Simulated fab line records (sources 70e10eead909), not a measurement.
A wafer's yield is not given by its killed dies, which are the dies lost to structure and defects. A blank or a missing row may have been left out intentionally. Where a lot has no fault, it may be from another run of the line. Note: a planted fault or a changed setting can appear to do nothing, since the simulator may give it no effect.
The same fault as seen by 2 desks || flow nand harc || what lay behind the numbers comes last; until then each desk has only its own

## FOR THE TOOL OWNER'S DESK: rie diel-12
The tool's own readings at NHARC_P_STI_ETCH_42 (etches the open film in N2/H2, target depth 80 nm, overetch 24 nm, time 61 s): means of the sampled wafers that have a number, for each lot that ran on this tool. If a lot's mean is further than 4 standard deviations from the usual mean, the lot is out of limits and carries the mark OUT (the distance appears in the brackets).
Columns: A = chamber pressure mTorr at NHARC_P_STI_ETCH_42, usual 29.996 mTorr; B = drypump motor current A at NHARC_P_STI_ETCH_42, usual 5.5 A; C = oes product au at NHARC_P_STI_ETCH_42, usual 0.999 a.u.; D = rf vpp V at NHARC_P_STI_ETCH_42, usual 431.1 V; E = showerhead plenum p Torr at NHARC_P_STI_ETCH_42, usual 2.06 Torr; F = throttle valve pct at NHARC_P_STI_ETCH_42, usual 14.171 %
{"lot": "L643", "first seen here": "day 2 15:23", "A": 30.020, "B": 5.3, "C": 1.002, "D": 431.2, "E": 2.08, "F": 14.177}
{"lot": "L650", "first seen here": "day 4 05:24", "A": 30.010, "B": 5.4, "C": 1.000, "D": 430.8, "E": 2.06, "F": 14.175}
{"lot": "L656", "first seen here": "day 5 18:47", "A": 30.008, "B": 5.4, "C": "0.907 (-7.0) OUT", "D": 430.6, "E": 2.09, "F": 14.172}
{"lot": "L659", "first seen here": "day 6 10:58", "A": 30.000, "B": 5.6, "C": 0.949, "D": 428.6, "E": 1.99, "F": 14.167}
{"lot": "L660", "first seen here": "day 6 18:01", "A": 30.004, "B": 5.2, "C": "0.914 (-6.5) OUT", "D": 431.8, "E": 2.12, "F": 14.174}
Finding of this desk: L656, L660 out of limits; the first was L656 at day 5 18:47, on oes product au at NHARC_P_STI_ETCH_42. Within limits: L643, L650, L659.

## THE METROLOGY DESK
What the gauges read for every lot (on any tool): the sampled wafers with a number, averaged. If a lot's mean is further than 4 standard deviations from the usual mean, the lot is out of limits and carries the mark OUT (the distance appears in the brackets).
Columns: A = overlay x nm at NHARC_P_STI_OVL_MEAS_10, usual 2 nm; B = overlay y nm at NHARC_P_STI_OVL_MEAS_10, usual -2 nm; C = trench depth nm at NHARC_P_STI_OCD_MEAS_17, usual 299 nm; D = trench foot cd nm at NHARC_P_STI_OCD_MEAS_17, usual 159 nm
{"lot": "L643", "first seen here": "day 2 15:06", "A": 7, "B": -9, "C": 298, "D": 155}
{"lot": "L644", "first seen here": "day 2 15:16", "A": 7, "B": -4, "C": 302, "D": 160}
{"lot": "L645", "first seen here": "day 2 23:19", "A": 3, "B": -12, "C": 299, "D": 157}
{"lot": "L649", "first seen here": "day 4 01:01", "A": -12, "B": -1, "C": 302, "D": 156}
{"lot": "L650", "first seen here": "day 4 05:08", "A": 10, "B": 5, "C": 303, "D": 160}
{"lot": "L651", "first seen here": "day 4 10:52", "A": -3, "B": -8, "C": 296, "D": 162}
{"lot": "L652", "first seen here": "day 4 17:04", "A": 7, "B": 3, "C": 300, "D": 161}
{"lot": "L656", "first seen here": "day 5 18:31", "A": 6, "B": -9, "C": 302, "D": 156}
{"lot": "L659", "first seen here": "day 6 10:43", "A": 10, "B": -1, "C": 295, "D": 163}
{"lot": "L660", "first seen here": "day 6 17:45", "A": -7, "B": -9, "C": 297, "D": 157}
{"lot": "L663", "first seen here": "day 7 07:24", "A": -5, "B": 3, "C": 300, "D": 164}
{"lot": "L662", "first seen here": "day 7 07:34", "A": 2, "B": -3, "C": 301, "D": 161}
{"lot": "L664", "first seen here": "day 7 18:42", "A": 0, "B": -3, "C": 300, "D": 157}
Finding of this desk: none of the 13 lots has anything out of limits.

## TAKEN TOGETHER
The tool owner's desk could have raised an alarm at day 5 18:47, on L656, L660.
From the metrology desk's view, nothing was out of limits.
The metrology desk holds a record of L656, L660, inside its limits.
Every lot named ran NHARC_P_STI_ETCH_42 on rie diel-12.

## WHAT THE SIMULATOR HAD INSERTED
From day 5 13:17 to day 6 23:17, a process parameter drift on rie diel-12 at NHARC_P_STI_ETCH_42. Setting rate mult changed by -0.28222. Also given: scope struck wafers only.
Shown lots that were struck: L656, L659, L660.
Each desk's first reading out of limits, in hours after the fault started: the tool owner's desk, 6.
